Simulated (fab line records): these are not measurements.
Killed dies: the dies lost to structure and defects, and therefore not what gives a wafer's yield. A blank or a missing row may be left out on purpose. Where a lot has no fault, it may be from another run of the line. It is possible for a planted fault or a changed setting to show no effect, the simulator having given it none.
Which tool was responsible? :: flow n5_finfet :: 11 lots, 30 wafers sampled, at 3 steps of a route of 1938

## WHAT THE GAUGES READ, wafer by wafer
N5_MIM_TOP_LITHO_CD_MEAS_08: target cd 2000 nm.
lot: L375
measured: day 13 08:50
on: cd_sem-02
cd_nm (nm): 1999.8 2000.6

lot: L377
measured: day 14 11:10
on: cd_sem-01
cd_nm (nm): 1998.2 2001.3 2000.5

lot: L379
measured: day 14 15:23
on: cd_sem-01
cd_nm (nm): 2004.5 2002.8 2003.9

lot: L380
measured: day 14 21:49
on: cd_sem-01
cd_nm (nm): 2000.1 1998.1 1999.1

lot: L381
measured: day 15 02:11
on: cd_sem-01
cd_nm (nm): 2013.0 2012.7

lot: L382
measured: day 15 16:53
on: cd_sem-03
cd_nm (nm): 2014.7 2001.0

lot: L383
measured: day 16 02:44
on: cd_sem-03
cd_nm (nm): 2000.6 2002.3 2013.9

lot: L391
measured: day 17 19:24
on: cd_sem-03
cd_nm (nm): 2001.5 1999.9 2001.4

lot: L393
measured: day 18 15:02
on: cd_sem-02
cd_nm (nm): 2003.1 2000.1 2003.2

lot: L394
measured: day 18 21:40
on: cd_sem-02
cd_nm (nm): 2001.4 2001.0 2002.8

lot: L396
measured: day 18 22:13
on: cd_sem-02
cd_nm (nm): 2001.0 2000.9 2000.4

## EACH LOT AND THE TOOL THAT RAN IT (in order: tool; ch and the chambers of the sampled wafers; start)
lot: L375
N5_MIM_BOT_DEGAS_01: pvd_sputter-03, day 13 07:41
N5_MIM_TOP_LITHO_PEB_06: litho_track-05 ch 0, day 13 08:43

lot: L377
N5_MIM_BOT_DEGAS_01: pvd_sputter-03, day 14 09:44
N5_MIM_TOP_LITHO_PEB_06: litho_track-01 ch 0, day 14 11:03

lot: L379
N5_MIM_BOT_DEGAS_01: pvd_sputter-02, day 14 13:50
N5_MIM_TOP_LITHO_PEB_06: litho_track-01 ch 0, day 14 15:16

lot: L380
N5_MIM_BOT_DEGAS_01: pvd_sputter-03, day 14 20:41
N5_MIM_TOP_LITHO_PEB_06: litho_track-02 ch 0, day 14 21:41

lot: L381
N5_MIM_BOT_DEGAS_01: pvd_sputter-01, day 15 00:38
N5_MIM_TOP_LITHO_PEB_06: litho_track-01 ch 0, day 15 02:04

lot: L382
N5_MIM_BOT_DEGAS_01: pvd_sputter-03, day 15 15:27
N5_MIM_TOP_LITHO_PEB_06: litho_track-01 ch 0, day 15 16:46

lot: L383
N5_MIM_BOT_DEGAS_01: pvd_sputter-03, day 16 01:39
N5_MIM_TOP_LITHO_PEB_06: litho_track-01 ch 0, day 16 02:37

lot: L391
N5_MIM_BOT_DEGAS_01: pvd_sputter-03, day 17 17:53
N5_MIM_TOP_LITHO_PEB_06: litho_track-05 ch 0, day 17 19:17

lot: L393
N5_MIM_BOT_DEGAS_01: pvd_sputter-02, day 18 13:35
N5_MIM_TOP_LITHO_PEB_06: litho_track-01 ch 0, day 18 14:54

lot: L394
N5_MIM_BOT_DEGAS_01: pvd_sputter-01, day 18 19:52
N5_MIM_TOP_LITHO_PEB_06: litho_track-01 ch 0, day 18 21:33

lot: L396
N5_MIM_BOT_DEGAS_01: pvd_sputter-01, day 18 20:11
N5_MIM_TOP_LITHO_PEB_06: litho_track-01 ch 0, day 18 22:06
- N5_MIM_BOT_DEGAS_01: time 60 s.
- N5_MIM_TOP_LITHO_PEB_06

## THE ANSWER, worked out from the rows above alone
Rule: usual is defined by the lots themselves. Put in order of their means at a reading, lots are off if they are a third of the lots or fewer, leave a main group of 4 or more, and stand apart from it by a gap of 3 or more times the standard deviation of the main group's means; of several such gaps the widest counts. A main group is skipped when, at the precision printed for the reading in the tables above, its means are all equal. Also off: a lot with no number at a reading for which 4 or more lots have one. All remaining lots with rows at the step are treated as sound.
None of the lots is off at any reading shown; this tells nothing.

## WHAT THE SIMULATOR PUT IN
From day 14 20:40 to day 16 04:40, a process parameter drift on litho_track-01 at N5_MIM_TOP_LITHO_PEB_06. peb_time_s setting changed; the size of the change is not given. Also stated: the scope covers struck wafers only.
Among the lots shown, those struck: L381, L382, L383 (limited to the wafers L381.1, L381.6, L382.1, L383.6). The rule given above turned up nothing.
